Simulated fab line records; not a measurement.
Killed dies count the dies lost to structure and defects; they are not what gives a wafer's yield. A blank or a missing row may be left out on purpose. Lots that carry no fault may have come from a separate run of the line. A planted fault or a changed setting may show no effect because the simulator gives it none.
Lot-split experiment :: flow n5_finfet :: 39 wafers read across 7 lots, on a route 1938 steps long

## SPLIT DETAILS
At N5_HKMG_FIN_ETCH_55 (etches SOC in N2/H2, target depth 240 nm, time 300 s), the setting time_s was moved away from the recipe's 300 s on 12 of the 39 wafers read, by -24.0% to +22.0%. For the rest of the wafers, this setting stayed at what the recipe calls for.

The split's own step is where the reading is taken.

## THE READING
SiARC_of_HKMG_FIN_COAT_42.thk_nm (the simulator's own value, which no gauge read), in nm, at N5_HKMG_FIN_ETCH_55 (etches SOC in N2/H2, target depth 240 nm, time 300 s). The file gives no usual value for it. Across the 27 wafers here that went through the recipe, the average is 21.4 nm and the standard deviation 0.22 nm.

wafer: L076.1
tool, chamber at the split: rie_diel-04, 0
time_s as run, s: 300
against the recipe: recipe
SiARC_of_HKMG_FIN_COAT_42.thk_nm, nm: 21.4
against lot-mates on the recipe: -

wafer: L076.2
tool, chamber at the split: rie_diel-04, 3
time_s as run, s: 366
against the recipe: +22.0%
SiARC_of_HKMG_FIN_COAT_42.thk_nm, nm: 18.6
against lot-mates on the recipe: -2.7

wafer: L076.3
tool, chamber at the split: rie_diel-04, 2
time_s as run, s: 300
against the recipe: recipe
SiARC_of_HKMG_FIN_COAT_42.thk_nm, nm: 21.6
against lot-mates on the recipe: -

wafer: L076.4
tool, chamber at the split: rie_diel-04, 1
time_s as run, s: 300
against the recipe: recipe
SiARC_of_HKMG_FIN_COAT_42.thk_nm, nm: 21
against lot-mates on the recipe: -

wafer: L076.5
tool, chamber at the split: rie_diel-04, 3
time_s as run, s: 366
against the recipe: +22.0%
SiARC_of_HKMG_FIN_COAT_42.thk_nm, nm: 18.4
against lot-mates on the recipe: -2.9

wafer: L076.6
tool, chamber at the split: rie_diel-04, 0
time_s as run, s: 366
against the recipe: +22.0%
SiARC_of_HKMG_FIN_COAT_42.thk_nm, nm: 18.2
against lot-mates on the recipe: -3.1

wafer: L082.1
tool, chamber at the split: rie_diel-01, 3
time_s as run, s: 300
against the recipe: recipe
SiARC_of_HKMG_FIN_COAT_42.thk_nm, nm: 21.2
against lot-mates on the recipe: -

wafer: L082.3
tool, chamber at the split: rie_diel-01, 2
time_s as run, s: 300
against the recipe: recipe
SiARC_of_HKMG_FIN_COAT_42.thk_nm, nm: 21.2
against lot-mates on the recipe: -

wafer: L082.5
tool, chamber at the split: rie_diel-01, 3
time_s as run, s: 300
against the recipe: recipe
SiARC_of_HKMG_FIN_COAT_42.thk_nm, nm: 21.4
against lot-mates on the recipe: -

wafer: L083.1
tool, chamber at the split: rie_diel-01, 3
time_s as run, s: 233.4
against the recipe: -22.2%
SiARC_of_HKMG_FIN_COAT_42.thk_nm, nm: 24.4
against lot-mates on the recipe: +2.9

wafer: L083.2
tool, chamber at the split: rie_diel-01, 0
time_s as run, s: 300
against the recipe: recipe
SiARC_of_HKMG_FIN_COAT_42.thk_nm, nm: 21.4
against lot-mates on the recipe: -

wafer: L083.3
tool, chamber at the split: rie_diel-01, 1
time_s as run, s: 233.4
against the recipe: -22.2%
SiARC_of_HKMG_FIN_COAT_42.thk_nm, nm: 24.2
against lot-mates on the recipe: +2.7

wafer: L083.4
tool, chamber at the split: rie_diel-01, 2
time_s as run, s: 300
against the recipe: recipe
SiARC_of_HKMG_FIN_COAT_42.thk_nm, nm: 21.6
against lot-mates on the recipe: -

wafer: L083.5
tool, chamber at the split: rie_diel-01, 3
time_s as run, s: 233.4
against the recipe: -22.2%
SiARC_of_HKMG_FIN_COAT_42.thk_nm, nm: 24.4
against lot-mates on the recipe: +2.9

wafer: L083.6
tool, chamber at the split: rie_diel-01, 2
time_s as run, s: 300
against the recipe: recipe
SiARC_of_HKMG_FIN_COAT_42.thk_nm, nm: 21.4
against lot-mates on the recipe: -

wafer: L084.1
tool, chamber at the split: rie_diel-05, 1
time_s as run, s: 300
against the recipe: recipe
SiARC_of_HKMG_FIN_COAT_42.thk_nm, nm: 21.6
against lot-mates on the recipe: -

wafer: L084.2
tool, chamber at the split: rie_diel-05, 3
time_s as run, s: 300
against the recipe: recipe
SiARC_of_HKMG_FIN_COAT_42.thk_nm, nm: 21.4
against lot-mates on the recipe: -

wafer: L084.3
tool, chamber at the split: rie_diel-05, 0
time_s as run, s: 300
against the recipe: recipe
SiARC_of_HKMG_FIN_COAT_42.thk_nm, nm: 21.6
against lot-mates on the recipe: -

wafer: L084.4
tool, chamber at the split: rie_diel-05, 2
time_s as run, s: 300
against the recipe: recipe
SiARC_of_HKMG_FIN_COAT_42.thk_nm, nm: 21.6
against lot-mates on the recipe: -

wafer: L084.5
tool, chamber at the split: rie_diel-05, 2
time_s as run, s: 300
against the recipe: recipe
SiARC_of_HKMG_FIN_COAT_42.thk_nm, nm: 21.6
against lot-mates on the recipe: -

wafer: L084.6
tool, chamber at the split: rie_diel-05, 3
time_s as run, s: 300
against the recipe: recipe
SiARC_of_HKMG_FIN_COAT_42.thk_nm, nm: 21.4
against lot-mates on the recipe: -

wafer: L089.1
tool, chamber at the split: rie_diel-01, 2
time_s as run, s: 300
against the recipe: recipe
SiARC_of_HKMG_FIN_COAT_42.thk_nm, nm: 21.2
against lot-mates on the recipe: -

wafer: L089.2
tool, chamber at the split: rie_diel-01, 0
time_s as run, s: 300
against the recipe: recipe
SiARC_of_HKMG_FIN_COAT_42.thk_nm, nm: 21.2
against lot-mates on the recipe: -

wafer: L089.3
tool, chamber at the split: rie_diel-01, 3
time_s as run, s: 300
against the recipe: recipe
SiARC_of_HKMG_FIN_COAT_42.thk_nm, nm: 21.2
against lot-mates on the recipe: -

wafer: L089.4
tool, chamber at the split: rie_diel-01, 1
time_s as run, s: 300
against the recipe: recipe
SiARC_of_HKMG_FIN_COAT_42.thk_nm, nm: 20.8
against lot-mates on the recipe: -

wafer: L089.5
tool, chamber at the split: rie_diel-01, 2
time_s as run, s: 300
against the recipe: recipe
SiARC_of_HKMG_FIN_COAT_42.thk_nm, nm: 21.4
against lot-mates on the recipe: -

wafer: L089.6
tool, chamber at the split: rie_diel-01, 1
time_s as run, s: 300
against the recipe: recipe
SiARC_of_HKMG_FIN_COAT_42.thk_nm, nm: 21
against lot-mates on the recipe: -

wafer: L091.1
tool, chamber at the split: rie_diel-05, 3
time_s as run, s: 228
against the recipe: -24.0%
SiARC_of_HKMG_FIN_COAT_42.thk_nm, nm: 24.6
against lot-mates on the recipe: +3.3

wafer: L091.2
tool, chamber at the split: rie_diel-05, 2
time_s as run, s: 300
against the recipe: recipe
SiARC_of_HKMG_FIN_COAT_42.thk_nm, nm: 21.4
against lot-mates on the recipe: -

wafer: L091.3
tool, chamber at the split: rie_diel-05, 3
time_s as run, s: 300
against the recipe: recipe
SiARC_of_HKMG_FIN_COAT_42.thk_nm, nm: 21.2
against lot-mates on the recipe: -

wafer: L091.4
tool, chamber at the split: rie_diel-05, 2
time_s as run, s: 228
against the recipe: -24.0%
SiARC_of_HKMG_FIN_COAT_42.thk_nm, nm: 24.8
against lot-mates on the recipe: +3.5

wafer: L091.5
tool, chamber at the split: rie_diel-05, 2
time_s as run, s: 228
against the recipe: -24.0%
SiARC_of_HKMG_FIN_COAT_42.thk_nm, nm: 24.6
against lot-mates on the recipe: +3.3

wafer: L091.6
tool, chamber at the split: rie_diel-05, 3
time_s as run, s: 300
against the recipe: recipe
SiARC_of_HKMG_FIN_COAT_42.thk_nm, nm: 21.4
against lot-mates on the recipe: -

wafer: L095.1
tool, chamber at the split: rie_diel-04, 1
time_s as run, s: 300
against the recipe: recipe
SiARC_of_HKMG_FIN_COAT_42.thk_nm, nm: 21.2
against lot-mates on the recipe: -

wafer: L095.2
tool, chamber at the split: rie_diel-04, 2
time_s as run, s: 300
against the recipe: recipe
SiARC_of_HKMG_FIN_COAT_42.thk_nm, nm: 21.6
against lot-mates on the recipe: -

wafer: L095.3
tool, chamber at the split: rie_diel-04, 0
time_s as run, s: 300
against the recipe: recipe
SiARC_of_HKMG_FIN_COAT_42.thk_nm, nm: 21.8
against lot-mates on the recipe: -

wafer: L095.4
tool, chamber at the split: rie_diel-04, 3
time_s as run, s: 254
against the recipe: -15.3%
SiARC_of_HKMG_FIN_COAT_42.thk_nm, nm: 23.6
against lot-mates on the recipe: +2.1

wafer: L095.5
tool, chamber at the split: rie_diel-04, 0
time_s as run, s: 254
against the recipe: -15.3%
SiARC_of_HKMG_FIN_COAT_42.thk_nm, nm: 23.8
against lot-mates on the recipe: +2.3

wafer: L095.6
tool, chamber at the split: rie_diel-04, 1
time_s as run, s: 254
against the recipe: -15.3%
SiARC_of_HKMG_FIN_COAT_42.thk_nm, nm: 23.2
against lot-mates on the recipe: +1.7

FIT RESULTS
A straight line over all 39 wafers: SiARC_of_HKMG_FIN_COAT_42.thk_nm changes by -0.136 nm for each +1% of time_s; r = -0.99; the points scatter about the line by 0.22 nm.
The same after taking each lot's own level away (the mean of its wafers on the recipe; 39 wafers): -0.134 nm for each +1%; r = -0.99; scatter 0.17 nm.
The reading moves by 3.2 nm for the largest change in time_s, on that fit.
From 21.13 to 21.53 nm: that is the span of the lots' own levels, equal to 1.8 times the standard deviation above.
Consequently the slope shifts little with the lot-to-lot level, the two slopes agreeing.
Check: +3.2 nm against its lot-mates is what the line predicts for one of the wafers moved furthest among these (-24.0%) when that wafer is left out of the fit. Against them it came out at +3.27 nm.

## OTHER SPLITS APPLIED TO THESE WAFERS
These wafers also went through other splits before the reading. Each is held against what the fit with the lots' levels taken away leaves over:
other split on the same wafers: N5_DUMMY_GATE_ETCH_31 target_depth_a
wafers away from the commonest value: 15
r with SiARC_of_HKMG_FIN_COAT_42.thk_nm (lot level and that fit taken away): -0.08

other split on the same wafers: N5_SD_EPI_P_EPI_21 epi_growth_time_s
wafers away from the commonest value: 18
r with SiARC_of_HKMG_FIN_COAT_42.thk_nm (lot level and that fit taken away): +0.13

## THE WHOLE CHAIN: every reading that the file lists as answering this split, in the file's order
step: N5_HKMG_FIN_ETCH_55
what it does: etches SOC in N2/H2, target depth 240 nm, time 300 s
reading: etch.depth_nm (the simulator's own value, which no gauge read)
change (the file's fit): +2.35 nm for each +1% of the setting
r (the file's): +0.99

step: N5_HKMG_FIN_ETCH_55
what it does: etches SOC in N2/H2, target depth 240 nm, time 300 s
reading: HKMG_FIN.feature_depth_nm (the simulator's own value, which no gauge read)
change (the file's fit): +2.35 nm for each +1% of the setting
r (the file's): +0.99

step: N5_HKMG_FIN_ETCH_55
what it does: etches SOC in N2/H2, target depth 240 nm, time 300 s
reading: SiARC_of_HKMG_FIN_COAT_42.thk_nm (the simulator's own value, which no gauge read)
change (the file's fit): -0.134 nm for each +1% of the setting
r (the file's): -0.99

## THE FILE'S OWN FIT
SiARC_of_HKMG_FIN_COAT_42.thk_nm changes by -0.134 nm for each +1% of time_s, r = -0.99.
